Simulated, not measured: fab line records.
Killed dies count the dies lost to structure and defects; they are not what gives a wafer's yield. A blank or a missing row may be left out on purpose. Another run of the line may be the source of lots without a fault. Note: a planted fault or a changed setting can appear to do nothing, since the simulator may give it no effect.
fab line records	flow nandHarc
record lots=14	wafers=42	lastDay=33
route steps=1302 shown A_M0@1150 A_M1@1177
lots with no fault: from the same line, run without faults
startH: start of the lot's first displayed wafer, in hours after the record's first day	waitH: hours from the lot's prior step to this one	" unchanged from the row above	L1.1+2: one row covering several wafers at once	- no value, or no start given	* or withheld: withheld	< > ~ a bound
route shown NAME@n: NAME is a module with steps in the file, n the number in the route of the first one	usual: average and standard deviation across the fault-free wafers	same: alike in all rows	chamber/n: place in a boat	sites: each site's reading	_std_site: standard deviation of those values	_edge_site: outer sites' mean less inner sites'	radiusMm: how far each site lies from the wafer's centre	mask NAME#n: copy n	behind: the most recent tool/chamber to have shaped the wafer	hold: why the lot was held/for how many hours/how that ended	device: the n, p or np transistor that did not switch	end of line: the same wafers' tests at the end of the route	where a step has no rows: the recipe by itself	killed: count of dies lost to structure and defects at first sort (not the wafer's yield)	map: the dies of a wafer, with x for killed, . for not killed, _ for no die there
set.NAME: setting as actually run; set.NAME@STEP: the setting as run at that earlier step	model.NAME: the simulator's own value behind a step, which no gauge read
a sample of lots followed through the steps of the route, with each step as a table and each wafer as a row
services: when a tool's chamber went out of use (startH, in hours from the record's first day, below 0 if earlier), for how many hours, and the reason
## steps
# step NHARC_A_M0_DESCUM_14
# recipe timeS=3	o2FlowSccm=200	arFlowSccm=0	biasPowerW=0	chemistry=O2
# usual drypumpMotorCurrentA=5.8/0.48	oesProductAu=1.001/0.0072	rfVppV=57.8/0.9	showerheadPlenumPTorr=1.95/0.076	throttleValvePct=11.312/0.0091
lot.wafer	tool	chamber	startH	waitH	drypumpMotorCurrentA	oesProductAu	rfHoursCounterH	rfVppV	showerheadPlenumPTorr	throttleValvePct
L230.1	rieDiel-11	0	518.61	0.1	5.1	0.999	2.7	57.0	1.96	11.299
L230.3	"	2	"	"	6.6	1.004	3.4	57.3	1.85	11.296
L230.5	"	0	"	"	5.1	0.994	-	58.1	1.96	11.303
L233.2	rieDiel-07	3	541.18	0.1	5.5	1.023	2.8	57.6	1.98	11.296
L233.4	"	0	"	"	6.7	1.003	2.9	58.8	2.04	11.299
L233.5	"	3	"	"	5.5	1.019	-	58.9	1.98	11.292
L234.2	rieDiel-11	2	554.10	0.1	6.6	1.011	4.3	57.7	1.85	11.304
L234.4	"	1	"	"	5.7	1.009	4.5	56.8	1.86	11.320
L234.6	"	2	"	"	6.6	1.002	-	56.4	1.85	11.309
L235.4	rieDiel-11	1	588.71	0.1	5.8	0.997	6.7	57.6	1.86	11.317
L235.1	"	2	"	"	6.6	0.996	7.3	57.3	1.85	11.311
L235.2	"	0	"	"	5.1	0.995	6.3	57.5	1.96	11.317
L236.4	rieDiel-07	2	589.32	0.1	5.7	1.009	5.0	56.8	1.85	11.320
L236.5	"	1	"	"	5.6	0.997	-	57.3	1.90	11.309
L236.6	"	2	"	"	5.7	0.996	-	57.7	1.85	11.319
L238.1	rieDiel-07	1	617.38	0.1	5.6	1.002	7.0	57.2	1.90	11.317
L238.4	"	3	"	"	5.5	1.011	6.7	58.5	1.97	11.308
L238.5	"	0	"	"	6.6	0.998	-	57.5	2.04	11.301
L239.3	rieDiel-06	0	623.45	0.1	5.4	1.004	10.4	57.0	2.01	11.308
L239.2	"	2	"	"	6.1	1.006	9.3	57.7	1.90	11.321
L239.1	"	3	"	"	5.9	1.004	10.9	59.3	2.06	11.316
L240.3	rieDiel-06	3	624.42	0.1	5.9	1.000	11.0	58.9	2.05	11.294
L240.1	"	1	"	"	5.3	1.007	9.0	58.9	2.05	11.325
L240.5	"	0	"	"	5.4	0.997	-	58.7	2.01	11.310
L242.1	rieDiel-06	2	642.60	0.1	6.0	1.008	10.2	56.7	1.90	11.319
L242.3	"	1	"	"	5.3	1.004	10.3	57.9	2.05	11.311
L242.6	"	2	"	"	6.1	1.007	-	56.7	1.90	11.324
L249.2	rieDiel-07	3	694.72	0.1	5.5	1.006	1.5	58.7	1.97	11.306
L249.6	"	0	"	"	6.7	1.001	-	58.0	2.04	11.306
L249.5	"	1	"	"	5.6	0.991	-	58.4	1.90	11.307
L250.3	rieDiel-07	3	723.08	0.1	5.5	0.999	3.7	58.0	1.97	11.307
L250.4	"	0	"	"	6.6	0.998	4.1	58.0	2.03	11.305
L250.6	"	2	"	"	5.7	0.993	-	58.0	1.85	11.334
L251.2	rieDiel-11	1	736.93	0.1	5.7	1.009	7.1	56.7	1.85	11.295
L251.4	"	0	"	"	5.1	1.003	8.0	57.2	1.96	11.320
L251.6	"	2	"	"	6.6	1.000	-	57.6	1.85	11.325
L252.4	rieDiel-06	2	740.83	0.1	6.0	0.993	2.5	57.2	1.90	11.308
L252.3	"	1	"	"	5.2	1.006	2.3	57.5	2.05	11.308
L252.6	"	2	"	"	6.1	0.990	-	57.0	1.90	11.312
L253.3	rieDiel-06	3	743.96	0.1	5.9	1.004	2.5	58.7	2.05	11.308
L253.2	"	2	"	"	6.0	0.995	2.7	59.9	1.90	11.293
L253.5	"	3	"	"	5.9	1.000	-	57.5	2.05	11.315
# step NHARC_A_M0_PRE_CLEAN_29
# recipe timeS=30	tempC=280	gas=H2/He
# usual heaterPowerW=415/49
lot.wafer	tool	chamber	startH	waitH	heaterPowerW
L230.1	pvdSputter-01	-	-	-	526
L230.3	"	-	"	"	408
L230.5	"	-	"	"	369
L233.4	pvdSputter-02	-	-	-	444
L233.2	"	-	"	"	406
L233.5	"	-	"	"	436
L234.4	pvdSputter-01	-	-	-	376
L234.2	"	-	"	"	357
L234.6	"	-	"	"	388
L235.2	pvdSputter-03	-	-	-	401
L235.4	"	-	"	"	411
L235.1	"	-	"	"	367
L236.4	pvdSputter-02	-	-	-	403
L236.6	"	-	"	"	402
L236.5	"	-	"	"	458
L238.1	pvdSputter-01	-	-	-	349
L238.4	"	-	"	"	376
L238.5	"	-	"	"	360
L239.2	pvdSputter-02	-	-	-	449
L239.1	"	-	"	"	439
L239.3	"	-	"	"	400
L240.3	pvdSputter-02	-	-	-	427
L240.1	"	-	"	"	403
L240.5	"	-	"	"	445
L242.3	pvdSputter-01	-	-	-	533
L242.1	"	-	"	"	418
L242.6	"	-	"	"	533
L249.2	pvdSputter-01	-	-	-	412
L249.6	"	-	"	"	342
L249.5	"	-	"	"	409
L250.3	pvdSputter-02	-	-	-	387
L250.4	"	-	"	"	427
L250.6	"	-	"	"	448
L251.4	pvdSputter-01	-	-	-	418
L251.2	"	-	"	"	373
L251.6	"	-	"	"	419
L252.3	pvdSputter-02	-	-	-	384
L252.4	"	-	"	"	466
L252.6	"	-	"	"	418
L253.3	pvdSputter-01	-	-	-	517
L253.2	"	-	"	"	357
L253.5	"	-	"	"	375
# step NHARC_A_M1_PEB_07
# recipe pebTempC=100	pebTimeS=65
# usual heaterPowerTotalW=156.6/0.42
lot.wafer	tool	chamber	startH	waitH	heaterPowerTotalW
L230.1	lithoTrack-01	0	522.51	0.1	156.5
L230.3	"	0	"	"	156.7
L230.5	"	0	"	"	156.0
L233.2	lithoTrack-01	0	544.86	0.1	156.6
L233.4	"	0	"	"	156.9
L233.5	"	0	"	"	156.3
L234.2	lithoTrack-06	0	558.01	0.1	157.0
L234.4	"	0	"	"	156.3
L234.6	"	0	"	"	156.2
L235.1	lithoTrack-04	0	592.50	0.1	156.3
L235.2	"	0	"	"	156.0
L235.4	"	0	"	"	156.6
L236.4	lithoTrack-01	0	593.12	0.0	157.0
L236.5	"	0	"	"	156.4
L236.6	"	0	"	"	156.7
L238.1	lithoTrack-06	0	621.16	0.1	156.9
L238.4	"	0	"	"	156.6
L238.5	"	0	"	"	156.6
L239.1	lithoTrack-06	0	627.22	0.1	157.1
L239.2	"	0	"	"	155.9
L239.3	"	0	"	"	156.1
L240.1	lithoTrack-04	0	628.20	0.1	156.2
L240.3	"	0	"	"	157.1
L240.5	"	0	"	"	156.4
L242.1	lithoTrack-06	0	646.38	0.1	156.0
L242.3	"	0	"	"	156.5
L242.6	"	0	"	"	157.1
L249.2	lithoTrack-01	0	698.50	0.1	156.2
L249.5	"	0	"	"	156.0
L249.6	"	0	"	"	157.1
L250.3	lithoTrack-06	0	726.92	0.0	375.2
L250.4	"	0	"	"	371.9
L250.6	"	0	"	"	373.0
L251.2	lithoTrack-06	0	740.61	0.1	374.1
L251.4	"	0	"	"	372.4
L251.6	"	0	"	"	372.3
L252.3	lithoTrack-01	0	744.64	0.0	157.1
L252.4	"	0	"	"	157.1
L252.6	"	0	"	"	157.2
L253.2	lithoTrack-04	0	747.77	0.1	157.1
L253.3	"	0	"	"	156.4
L253.5	"	0	"	"	156.8
# step NHARC_A_M1_CD_MEAS_09
# recipe targetCdNm=120	landingEnergyEv=500
# usual cdNm=120.1/0.53
lot.wafer	tool	chamber	startH	waitH	cdNm
L230.1	cdSem-02	0	522.59	-	120.5
L230.3	"	0	"	"	120.2
L230.5	"	0	"	"	120.8
L233.2	cdSem-03	0	544.94	-	119.7
L233.4	"	0	"	"	119.3
L233.5	"	0	"	"	119.9
L234.2	cdSem-03	0	558.09	-	119.5
L234.4	"	0	"	"	120.1
L234.6	"	0	"	"	120.7
L235.1	cdSem-01	0	592.58	-	120.6
L235.2	"	0	"	"	119.7
L235.4	"	0	"	"	119.6
L236.4	cdSem-03	0	593.20	-	120.2
L236.5	"	0	"	"	120.6
L236.6	"	0	"	"	120.8
L238.1	cdSem-03	0	621.23	-	119.7
L238.4	"	0	"	"	119.6
L238.5	"	0	"	"	119.7
L239.1	cdSem-03	0	627.30	-	120.9
L239.2	"	0	"	"	120.9
L239.3	"	0	"	"	121.0
L240.1	cdSem-01	0	628.28	-	119.5
L240.3	"	0	"	"	120.3
L240.5	"	0	"	"	120.5
L242.1	cdSem-03	0	646.45	-	120.0
L242.3	"	0	"	"	119.7
L242.6	"	0	"	"	119.7
L249.2	cdSem-01	0	698.58	-	120.2
L249.5	"	0	"	"	120.6
L249.6	"	0	"	"	120.7
L250.3	cdSem-02	0	727.00	-	46.0
L250.4	"	0	"	"	45.6
L250.6	"	0	"	"	45.3
L251.2	cdSem-02	0	740.69	-	52.9
L251.4	"	0	"	"	52.7
L251.6	"	0	"	"	52.0
L252.3	cdSem-03	0	744.72	-	120.8
L252.4	"	0	"	"	120.4
L252.6	"	0	"	"	120.9
L253.2	cdSem-03	0	747.85	-	119.8
L253.3	"	0	"	"	119.4
L253.5	"	0	"	"	120.4
# step NHARC_A_M1_ETCH_28
# recipe targetDepthA=300	overEtchFrac=0.3	timeS=72.99	ionEnergyEv=150	cf4FlowSccm=50	n2FlowSccm=100	arFlowSccm=150	rfW=300	biasW=100	chemistry=CF4/N2
# usual drypumpMotorCurrentA=6.01/0.28	oesProductAu=0.998/0.0081	rfVppV=314.2/2.2	showerheadPlenumPTorr=2.63/0.13	throttleValvePct=19.793/0.0093
lot.wafer	tool	chamber	startH	waitH	drypumpMotorCurrentA	oesProductAu	rfHoursCounterH	rfVppV	showerheadPlenumPTorr	throttleValvePct
L230.1	rieDiel-01	1	-	-	6.39	0.992	3.8	311.0	2.47	19.795
L230.3	"	2	"	"	6.01	0.991	3.3	315.1	2.69	19.804
L230.5	"	2	"	"	5.98	0.981	-	316.3	2.69	19.796
L233.4	rieDiel-10	1	-	-	5.25	1.012	7.2	314.1	2.61	19.785
L233.2	"	0	"	"	5.37	0.995	7.5	314.0	2.68	19.788
L233.5	"	2	"	"	5.55	0.993	-	312.7	2.52	19.797
L234.2	rieDiel-10	0	-	-	5.36	0.997	7.9	315.5	2.68	19.790
L234.4	"	2	"	"	5.53	0.994	8.5	312.5	2.52	19.802
L234.6	"	0	"	"	5.38	1.010	-	315.9	2.68	19.804
L235.1	rieDiel-12	2	-	-	6.21	0.997	5.4	315.5	2.71	19.787
L235.2	"	1	"	"	6.22	0.984	5.8	312.6	2.55	19.783
L235.4	"	1	"	"	6.20	0.994	-	312.5	2.55	19.783
L236.6	rieDiel-01	1	-	-	6.41	0.988	-	311.9	2.47	19.777
L236.5	"	3	"	"	6.07	0.990	-	314.6	2.56	19.789
L236.4	"	0	"	"	5.92	0.986	-	316.4	2.82	19.782
L238.1	rieDiel-12	1	-	-	6.20	1.005	7.6	313.8	2.55	19.819
L238.4	"	3	"	"	6.07	1.005	7.5	311.2	2.45	19.789
L238.5	"	1	"	"	6.20	1.001	-	312.9	2.55	19.782
L239.2	rieDiel-01	0	-	-	5.93	1.003	1.6	317.5	2.82	19.789
L239.3	"	2	"	"	5.98	1.006	1.0	315.7	2.69	19.790
L239.1	"	3	"	"	6.05	0.999	1.5	313.6	2.56	19.795
L240.3	rieDiel-01	1	-	-	6.36	1.000	1.8	310.6	2.47	19.793
L240.1	"	3	"	"	6.01	0.991	1.6	312.3	2.56	19.801
L240.5	"	1	"	"	6.38	1.000	-	313.4	2.47	19.791
L242.3	rieDiel-12	3	-	-	6.03	1.007	0.8	310.9	2.45	19.770
L242.1	"	0	"	"	5.98	0.996	1.0	316.9	2.80	19.797
L242.6	"	2	"	"	6.22	0.981	-	315.4	2.71	19.783
L249.2	rieDiel-01	1	-	-	6.40	1.003	3.3	310.9	2.47	19.793
L249.6	"	1	"	"	6.40	1.003	-	311.4	2.47	19.778
L249.5	"	2	"	"	5.98	1.003	-	314.8	2.68	19.806
L250.3	rieDiel-01	3	-	-	6.02	1.002	3.4	314.8	2.56	19.789
L250.4	"	1	"	"	6.40	0.993	3.9	312.3	2.47	19.787
L250.6	"	3	"	"	6.06	1.008	-	313.2	2.56	19.792
L251.2	rieDiel-12	1	-	-	6.20	0.998	8.0	311.2	2.54	19.803
L251.6	"	0	"	"	5.98	0.987	-	316.4	2.80	19.783
L251.4	"	2	"	"	6.18	0.998	-	315.0	2.71	19.791
L252.3	rieDiel-10	0	-	-	5.38	1.016	8.3	316.2	2.68	19.796
L252.4	"	1	"	"	5.27	1.002	7.8	314.1	2.61	19.785
L252.6	"	0	"	"	5.39	1.010	-	315.9	2.68	19.792
L253.3	rieDiel-01	1	-	-	6.37	0.986	0.0	310.5	2.47	19.782
L253.2	"	2	"	"	5.99	0.997	0.1	316.4	2.68	19.790
L253.5	"	0	"	"	5.91	0.994	-	317.0	2.82	19.794
## services
tool	chamber	startH	hours	kind
rieDiel-06	2	504.07	1.2	repair
lithoTrack-01	-	505.00	7.0	pm
pvdSputter-02	-	510.99	2.9	repair
lithoTrack-06	-	529.00	7.0	pm
pvdSputter-02	-	550.72	7.4	repair
rieDiel-01	-	557.95	9.0	pm
rieDiel-01	0	580.30	4.5	repair
pvdSputter-01	-	582.28	10.0	pm
rieDiel-12	0	585.52	24.2	repair
rieDiel-01	2	591.73	5.4	repair
rieDiel-07	-	592.10	0.4	repair
rieDiel-11	-	609.50	9.0	pm
rieDiel-12	-	622.40	9.0	pm
pvdSputter-02	-	638.02	10.0	pm
rieDiel-11	3	648.10	7.6	repair
rieDiel-07	-	648.20	9.0	pm
pvdSputter-02	-	652.07	4.9	repair
rieDiel-12	1	660.46	12.9	repair
rieDiel-06	-	661.30	9.0	pm
lithoTrack-01	-	680.00	7.0	pm
rieDiel-01	3	689.88	10.9	repair
lithoTrack-06	-	704.00	7.0	pm
rieDiel-12	0	728.41	5.8	repair
rieDiel-01	-	734.95	9.0	pm
## key
firstSign step=NHARC_A_M1_PEB_07	reading=heaterPowerTotalW	direction=up	sigmas=99+	usual=*	struck=*
effect step=NHARC_A_M1_CD_MEAS_09	reading=cdNm	direction=down	sigmas=99+	usual=120.1	struck=49.1	through=controlLoop
metAt NHARC_A_M1_PEB_07
struckLots L250,L251
laterRowsLeftOut L250.3,L250.4,L250.6,L251.2,L251.4,L251.6
sortLeftOut L250.3,L250.4,L250.6,L251.2,L251.4,L251.6
loopTrim step=NHARC_A_M1_EXPOSE_06	setting=dose	lots=L251
notActingAt NHARC_A_M0_DESCUM_14,NHARC_A_M0_PRE_CLEAN_29,NHARC_A_M1_ETCH_28
onsetBetween 646.38 726.92
fault kind=processParameterDrift	tool=lithoTrack-06	chamber=-	onsetH=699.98	steps=NHARC_A_M1_PEB_07	channel=pebTimeS	offset=*	shape=step	endH=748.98	actsIn=*	stated=*
# sortLeftOut: the simulated sort isn't trusted on such a fault, so these wafers' sort isn't shown, and their yield isn't known
# laterRowsLeftOut: the simulator's readings of these wafers behind a module that went badly wrong aren't trusted and aren't shown, but for the sort
# loopTrim: a control loop set the setting to another value than it would have without faults
